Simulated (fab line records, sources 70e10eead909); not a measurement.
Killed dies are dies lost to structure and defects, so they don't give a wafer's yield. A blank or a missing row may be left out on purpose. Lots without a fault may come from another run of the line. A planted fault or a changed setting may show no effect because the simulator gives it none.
Problem report in the 8D (eight disciplines) form, filled by code | flow nand_harc | the parts of the form that need people (team, actions taken, sign-off) are left out

1. THE PROBLEM
rf_fwd_power_W at NHARC_P_GATE_ETCH_104 reads a mean of 293.9 W on 6 wafers of 2 lots; wafers without a fault read 491.7 W with a standard deviation of 2.7. That is -73 standard deviations from the usual mean.
The step: etches the open film in CF4/CHF3, target depth 60 nm.
First seen on wafer L847.4, day 11 12:16, on rie_diel-06. The record holds 18 wafers of 6 lots with a number at this step. Rule for "out", or "out of limits": more than 4 standard deviations from the usual mean. The other wafers with a number count as sound.

2. WHAT IT IS AND WHAT IT IS NOT
question                    | is                             | is not
which readings at this step | rf_fwd_power_W, oes_product_au | drypump_motor_current_A, rf_vpp_V, showerhead_plenum_p_Torr, throttle_valve_pct
which lots                  | L847, L848                     | L838, L853, L854, L855
which wafers of those lots  | all that have a number         | -
read on which tools         | rie_diel-06                    | rie_diel-02, rie_diel-11
when                        | from day 11 12:16              | up to then (3 sound wafers); but 9 sound wafers of L853, L854, L855 came after

3. SUSPECTS, AND WHAT RULES EACH OUT
Counting: a tool at a process step up to the reading stays a suspect if it ran every lot that is out and no sound lot after the first of them.
- rie_diel-06 at NHARC_P_GATE_DESCUM_31 (chemistry O2, time 3 s): ruled out as a lasting fault. Sound lots L855 ran on it after its first lot that is out, L847 (day 11 12:10).
- rie_diel-06 at NHARC_P_GATE_ETCH_104 (etches the open film in CF4/CHF3, target depth 60 nm): ruled out as a lasting fault. Sound lots L855 ran on it after its first lot that is out, L847 (day 11 12:16).
Left after counting: nothing in the record.

4. THE CAUSE (what the simulator had put in)
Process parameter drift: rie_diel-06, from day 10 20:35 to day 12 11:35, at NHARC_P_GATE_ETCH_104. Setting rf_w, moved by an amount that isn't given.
Counting ruled it out, wrongly.

5. THE CHAIN OF EFFECTS, in route order
Each row: a reading whose mean over the struck wafers that have a number lies more than 3 standard deviations from the usual. Only readings for which the record gives a usual standard deviation are gone through. hours: the time from each lot's start at the first step in this table that gives one to its start at this step, as a median over the lots. sigmas: the change in usual standard deviations.
hours | step                  | reading        | usual      | on struck wafers | change | sigmas
0     | NHARC_P_GATE_ETCH_104 | oes_product_au | 0.948 a.u. | 0.715            | -0.233 | -9.7
0     | NHARC_P_GATE_ETCH_104 | rf_fwd_power_W | 491.7 W    | 293.9            | -197.8 | -73
The process steps in it:
- NHARC_P_GATE_ETCH_104: etches the open film in CF4/CHF3, target depth 60 nm.

6. WHAT WOULD HAVE CAUGHT IT SOONER
In this record the first reading out of limits was taken at day 11 12:16, 16 hours after the fault began at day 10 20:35.
